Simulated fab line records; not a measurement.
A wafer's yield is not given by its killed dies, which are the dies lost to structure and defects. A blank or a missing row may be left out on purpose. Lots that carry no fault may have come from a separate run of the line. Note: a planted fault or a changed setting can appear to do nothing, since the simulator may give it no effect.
A struck lot beside a sound one ; flow n5_finfet ; 19 steps out of a route of 1938
Sound: these wafers, L515.1, L515.2, L515.3. Wafers L531.2, L531.5, L531.6 were the ones struck. Last of all comes the cause.
Per side, at each step with rows, come the tool, then ch with its chambers, and then its first start. Under that, the readings that differ: sound wafers ; struck wafers ; difference of the means ; sigmas: that difference in standard deviations of wafers without a fault.
alike: a reading whose means differ by less than 2 such deviations, as well as words and numbers matching on both sides. not compared: withheld readings; readings where some wafer has no value; bounds like >300 that might hide an equal value; numbers whose values overlap and for which the record gives no deviation.
A row with sigmas, a row that says differs or no value, or rows on one side alone: a step with any of these is where the two part. When numbers do not overlap yet have no deviation, they are printed without sigmas and do not part them. Lack of a reading on every wafer of one side parts them only where that side has two or more wafers.

first, 9 steps without rows for these wafers: N5_BEOL_M9_DESCUM_16 (chemistry O2, time 7.9 s); N5_BEOL_M9_ETCH_61 (etches SiARC in CF4, target depth 39 nm, time 65 s); N5_BEOL_M9_ETCH_62 (etches SOC in N2/H2, target depth 110 nm, overetch 22 nm, time 165 s); N5_BEOL_M9_STRIP_68 (strips in N2/H2); N5_BEOL_M9_STRIP_67 (strips in CF4); N5_BEOL_M9_HM_OPEN_17 (chemistry Cl2/BCl3, target TiN, target depth 20 nm, overetch 6 nm); N5_BEOL_M9_STRIP_19 (strips in O2); N5_BEOL_M9_COAT_63 (time 60 s, resist thk 60 nm); N5_BEOL_M9_COAT_64 (time 60 s, resist thk 12 nm).
N5_BEOL_M9_COAT_75: time 60 s, resist thk 5 nm.
  sound on litho_track-01 ch 0, day 10 23:06; struck on litho_track-01 ch 0, day 14 16:22
reading;sound;struck;difference;sigmas
spin_speed_rpm (rpm);1500.0 1499.5 1498.8;1433.2 1433.5 1432.6;-66.3;-66
then, 7 steps without rows for these wafers: N5_BEOL_M9_COAT_22 (resist thk 30 nm); N5_BEOL_M9_EBR_24; N5_BEOL_M9_SOFTBAKE_23 (time 60 s); N5_BEOL_M9_EXPOSE_25 (exposes mask V8); N5_BEOL_M9_PEB_26 (peb time 60 s); N5_BEOL_M9_DEVELOP_27 (develop time 30 s); N5_BEOL_M9_DESCUM_33 (chemistry O2, time 7 s).
N5_BEOL_M9_ETCH_76: etches underlayer in N2/H2, target depth 6.5 nm, time 5.2 s.
  sound on rie_diel-04 ch 0,2,3, day 10 23:40; struck on rie_diel-03 ch 0,2,3, day 14 16:59
reading;sound;struck;difference;sigmas
model.etch.depth_nm (nm);4.993 5.001 4.994;5.077 5.069 5.087;+0.082;
  alike: drypump_motor_current_A, etch_rf_on_time_s, oes_product_au, rf_fwd_power_W, rf_vpp_V, showerhead_plenum_p_Torr, throttle_valve_pct
  not compared: rf_hours_counter_h
then, 1 step without rows for these wafers: N5_BEOL_M9_ETCH_65 (etches SiARC in CF4, target depth 15.6 nm, time 26 s).

WHERE THEY PART
At N5_BEOL_M9_COAT_75 and nowhere else, as far as this record goes. Later steps at which nothing parts them and some readings are alike: N5_BEOL_M9_ETCH_76.

WHY: what the simulator had put in
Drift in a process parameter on litho_track-01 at N5_BEOL_M9_COAT_75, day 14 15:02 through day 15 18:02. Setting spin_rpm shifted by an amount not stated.
